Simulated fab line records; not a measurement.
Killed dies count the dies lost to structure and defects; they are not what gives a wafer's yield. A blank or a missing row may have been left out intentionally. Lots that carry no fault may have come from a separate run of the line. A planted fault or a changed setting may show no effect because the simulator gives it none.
Chamber matching + flow n5-finfet + 4 sister chambers for N5_GATE_CUT_ETCH_28 on rie-diel-03
The step etches underlayer in N2/H2, target depth 13 nm, time 10.4 s. 8 wafers are shown with their chamber, then 11 later ones without.

== EACH WAFER AND ITS CHAMBER ==
| wafer  | chamber | drypump-motor-current-A (A) | showerhead-plenum-p-Torr (Torr) |
|--------|---------|-----------------------------|---------------------------------|
| L077.5 | 2       | 6.5                         | 2.66                            |
| L082.6 | 0       | 5.3                         | 2.53                            |
| L084.6 | 0       | 5.3                         | 2.52                            |
| L085.2 | 2       | 6.5                         | 2.66                            |
| L086.1 | 1       | 5.2                         | 2.53                            |
| L086.3 | 3       | 5.8                         | 2.68                            |
| L086.4 | 1       | 5.2                         | 2.53                            |
| L087.4 | 3       | 5.9                         | 2.68                            |

== WAFERS WHOSE CHAMBER IS MISSING ==
| wafer  | drypump-motor-current-A (A) | showerhead-plenum-p-Torr (Torr) |
|--------|-----------------------------|---------------------------------|
| L087.5 | 5.9                         | 2.68                            |
| L087.6 | 5.4                         | 2.52                            |
| L089.1 | 5.3                         | 2.52                            |
| L089.3 | 5.2                         | 2.53                            |
| L089.4 | 5.9                         | 2.67                            |
| L092.4 | 5.2                         | 2.53                            |
| L092.5 | 6.4                         | 2.65                            |
| L092.6 | 5.2                         | 2.53                            |
| L094.1 | 6.4                         | 2.65                            |
| L094.4 | 5.2                         | 2.53                            |
| L094.6 | 5.2                         | 2.53                            |

== WHICH CHAMBER EACH ONE RAN IN ==
| wafer  | from the rows above | in truth |
|--------|---------------------|----------|
| L087.5 | 3                   | 3        |
| L087.6 | 0                   | 0        |
| L089.1 | 0                   | 0        |
| L089.3 | 1                   | 1        |
| L089.4 | 3                   | 3        |
| L092.4 | 1                   | 1        |
| L092.5 | 2                   | 2        |
| L092.6 | 1                   | 1        |
| L094.1 | 2                   | 2        |
| L094.4 | 1                   | 1        |
| L094.6 | 1                   | 1        |
Placed correctly: 11 of 11. Not placeable from these rows: 0. Placed wrongly: 0.
How it was worked out, from the rows above alone: a wafer's distance from a chamber is the root of the sum, over the readings, of the square of ((its reading less the chamber's mean) divided by the reading's scatter). If the next closest chamber is less than 2 further off than the closest, the wafer can't be placed; otherwise it belongs to the closest. Each chamber's mean is taken over the wafers shown for it. The scatter: take each reading less its chamber's mean, square it, sum over the shown wafers, divide by the number of wafers less the number of chambers, and take the root.
